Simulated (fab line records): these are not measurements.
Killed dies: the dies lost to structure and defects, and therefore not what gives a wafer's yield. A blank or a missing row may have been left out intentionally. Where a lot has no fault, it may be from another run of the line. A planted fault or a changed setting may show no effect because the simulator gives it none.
One fault seen from 2 desks + flow n5_finfet + what lay behind the numbers comes last; until then each desk has only its own

## DESK OF THE TOOL OWNER: krf_scanner-01
The tool's own readings at N5_MIM_BOT_LITHO_EXPOSE_05 (exposes mask MIM BOT): means of the sampled wafers that have a number, for each lot that ran on this tool. If a lot's mean is further than 4 standard deviations from the usual mean, the lot is out of limits and carries the mark OUT (the distance appears in the brackets).
Columns: A = exposure_dose_mJ_cm2 at N5_MIM_BOT_LITHO_EXPOSE_05, usual 24.253
| lot  | first seen here | A                |
|------|-----------------|------------------|
| L904 | day 12 09:56    | 24.253           |
| L906 | day 12 16:58    | 24.235           |
| L907 | day 12 21:30    | 24.229           |
| L917 | day 15 07:26    | 24.251           |
| L918 | day 16 09:04    | 24.722 (+20) OUT |
| L919 | day 16 09:24    | 24.740 (+21) OUT |
This desk's finding: out of limits on L918, L919; first on L918, day 16 09:04 (exposure_dose_mJ_cm2 at N5_MIM_BOT_LITHO_EXPOSE_05). In limits: L904, L906, L907, L917.

## AT THE METROLOGY DESK
Means of the sampled wafers that have a number, per lot and without regard to the tool the lot ran on: this is what the gauges read. If a lot's mean is further than 4 standard deviations from the usual mean, the lot is out of limits and carries the mark OUT (the distance appears in the brackets).
Columns: A = cd_nm at N5_MIM_TOP_LITHO_CD_MEAS_08, usual 1999.7 nm; B = cd_nm at N5_MIM_BOT_LITHO_CD_MEAS_08, usual 3000.4 nm
| lot  | first seen here | A      | B      |
|------|-----------------|--------|--------|
| L904 | day 12 09:10    | 1999.8 | 3000.3 |
| L905 | day 12 09:22    | 2000.2 | 3001.1 |
| L903 | day 12 14:44    | 1999.3 | 2999.4 |
| L906 | day 12 15:59    | 1998.7 | 3001.4 |
| L907 | day 12 20:48    | 2000.6 | 3001.2 |
| L917 | day 15 06:53    | 2000.6 | 2999.1 |
| L918 | day 16 08:31    | 1998.0 | 3005.5 |
| L919 | day 16 08:40    | 2000.1 | 3004.7 |
| L920 | day 16 11:58    | 2000.0 | 2998.7 |
| L922 | day 16 18:28    | 1998.3 | 3001.1 |
| L925 | day 17 18:50    | 2000.3 | 3002.6 |
This desk's verdict: no lot among the 11 shows anything out of limits.

## ALL TOGETHER
At day 16 09:04, on L918, L919, the tool owner's desk was in a position to raise an alarm.
Metrology desk: nothing out of limits seen.
The metrology desk has L918, L919 on record, within its limits.
Every lot named ran N5_MIM_BOT_LITHO_EXPOSE_05 on krf_scanner-01.

## WHAT THE SIMULATOR HAD PUT IN
Process parameters drifting: krf_scanner-01 at N5_MIM_BOT_LITHO_EXPOSE_05, beginning at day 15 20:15. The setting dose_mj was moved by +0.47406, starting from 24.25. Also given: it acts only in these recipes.
Shown lots that were struck: L918, L919.
How many hours passed from the start of the fault until each desk's first out-of-limits reading: the tool owner's desk, 13.
